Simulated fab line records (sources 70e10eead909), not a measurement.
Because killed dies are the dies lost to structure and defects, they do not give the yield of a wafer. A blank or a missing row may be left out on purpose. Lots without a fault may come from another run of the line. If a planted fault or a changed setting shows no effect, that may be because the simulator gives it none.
Matching of chambers | flow nand_harc | NHARC_A_WL_FILL_ALD_19 on ald_metal-03 has 4 sister chambers
The step deposits TiN, target thk 2 nm, pulse time 3 s, ald cycles 100. 18 wafers are shown with their chamber, then 9 later ones without.

## WAFERS WITH THEIR CHAMBER
wafer  | chamber | heater_power_w (W) | precursor_pulse_height_rel
L076.2 | 1       | 1203               | 0.972
L076.3 | 3       | 1150               | 1.034
L076.4 | 2       | 1084               | 0.964
L076.1 | 0       | 888                | 1.001
L076.5 | 0       | 909                | 0.997
L076.6 | 3       | 1146               | 0.989
L078.1 | 1       | 1176               | 1.005
L078.3 | 3       | 1148               | 0.993
L078.5 | 0       | 875                | 1.001
L084.2 | 2       | 1093               | 0.968
L084.3 | 1       | 1185               | 1.026
L084.6 | 1       | 1157               | 0.997
L086.1 | 0       | 857                | 0.998
L086.2 | 3       | 1141               | 0.994
L086.3 | 0       | 828                | 1.004
L086.4 | 3       | 1171               | 0.991
L086.5 | 3       | 1119               | 1.013
L086.6 | 0       | 827                | 1.041

SIGNATURES (means of the wafers above)
reading                    | chamber 0 | chamber 1 | chamber 2 | chamber 3 | scatter within a chamber
heater_power_w             | 864.00    | 1180.25   | 1088.50   | 1145.83   | 23.9
precursor_pulse_height_rel | 1.00700   | 1.00000   | 0.96600   | 1.00233   | 0.0179
Rule: a wafer lies at a distance from a chamber equal to the root of the sum of squares, over the readings, of (its reading less the chamber's mean, divided by the reading's scatter). The wafer belongs to the nearest chamber; if the next one is less than 2 further off, it can't be placed. The scatter: take each reading less its chamber's mean, square it, sum over the shown wafers, divide by the number of wafers less the number of chambers, and take the root.

## WAFERS MISSING THEIR CHAMBER
wafer  | heater_power_w (W) | precursor_pulse_height_rel
L089.3 | 1151               | 1.011
L089.4 | 1123               | 0.980
L089.5 | 1188               | 1.002
L092.1 | 1142               | 1.002
L092.2 | 1082               | 1.027
L092.5 | 1181               | 1.004
L093.3 | 1199               | 1.003
L093.5 | 1185               | 1.004
L093.6 | 1073               | 0.990

## CHAMBER TAKEN BY EACH
wafer  | from the rows above          | in truth
L089.3 | can't be placed: 3 or 1      | 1
L089.4 | can't be placed: 3 or 2 or 1 | 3
L089.5 | can't be placed: 1 or 3      | 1
L092.1 | can't be placed: 3 or 1      | 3
L092.2 | can't be placed: 3 or 2 or 1 | 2
L092.5 | can't be placed: 1 or 3      | 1
L093.3 | can't be placed: 1 or 3      | 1
L093.5 | can't be placed: 1 or 3      | 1
L093.6 | can't be placed: 2 or 3      | 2
0 of 9 placed correctly. Can't be placed from these rows: 9 (the true chamber is among the candidates in 9). Wrongly placed: 0.
